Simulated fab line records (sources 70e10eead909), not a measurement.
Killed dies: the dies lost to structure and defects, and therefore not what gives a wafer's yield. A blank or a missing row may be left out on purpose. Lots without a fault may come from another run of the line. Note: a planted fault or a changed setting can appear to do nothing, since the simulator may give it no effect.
Matching of chambers	flow nand harc	NHARC_A_CHANNEL_FILL_D2_ETCHBACK_20 on rie diel-05 has 4 sister chambers
The step etches the open film in C4F8/O2/Ar, target depth 27 nm, time 13.5 s. 20 wafers are shown with their chamber, then 10 later ones without.

== WAFERS, EACH WITH ITS CHAMBER ==
wafer	chamber	rf vpp V (V)	bias w (W)	oes product au (a.u.)
L413.1	0	988	1496	0.998
L413.4	2	979	1506	0.999
L413.5	3	970	1506	1.007
L415.3	1	983	1499	0.936
L415.5	2	978	1510	0.926
L415.6	3	969	1505	0.935
L416.1	3	969	1508	0.997
L416.2	1	983	1505	0.997
L416.6	1	983	1505	0.996
L418.3	1	984	1501	0.996
L418.4	3	971	1506	1.000
L418.5	0	987	1493	0.988
L420.1	3	969	1508	0.998
L420.5	3	970	1508	1.007
L420.6	1	983	1502	0.989
L423.1	3	969	1509	1.011
L423.2	1	982	1500	0.997
L423.4	2	980	1499	0.997
L431.2	2	979	1503	1.008
L431.3	3	970	1501	1.014

SIGNATURES, as means of the wafers listed above
reading	chamber 0	chamber 1	chamber 2	chamber 3	scatter within a chamber
rf vpp V	987.50	983.00	979.00	969.62	0.723
bias w	1494.50	1502.00	1504.50	1506.38	3.03
oes product au	0.99300	0.98517	0.98250	0.99612	0.0272
Rule: a wafer's distance from a chamber is the root of the sum, over the readings, of the square of ((its reading less the chamber's mean) divided by the reading's scatter). If the next closest chamber is less than 2 further off than the closest, the wafer can't be placed; otherwise it belongs to the closest. The scatter is the square root of a quotient: the sum, over the shown wafers, of each reading's squared deviation from its chamber's mean, divided by wafers minus chambers.

== WAFERS MISSING THEIR CHAMBER ==
wafer	rf vpp V (V)	bias w (W)	oes product au (a.u.)
L431.4	986	1498	1.015
L432.1	987	1506	0.926
L432.2	984	1507	0.934
L432.3	971	1498	0.938
L433.1	979	1501	0.995
L433.2	970	1504	1.018
L433.5	984	1492	1.007
L434.2	987	1504	0.963
L434.4	969	1500	0.967
L434.6	988	1503	0.974

== WHICH CHAMBER EACH ONE RAN IN ==
wafer	from the rows above	in truth
L431.4	can't be placed: 0 or 1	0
L432.1	can't be placed: 0 or 1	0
L432.2	1	1
L432.3	3	3
L433.1	2	2
L433.2	3	3
L433.5	can't be placed: 1 or 0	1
L434.2	0	0
L434.4	3	3
L434.6	0	0
Correctly placed: 7 of 10. Can't be placed from these rows: 3 (the true chamber is among the candidates in 3). Number placed wrongly: 0.
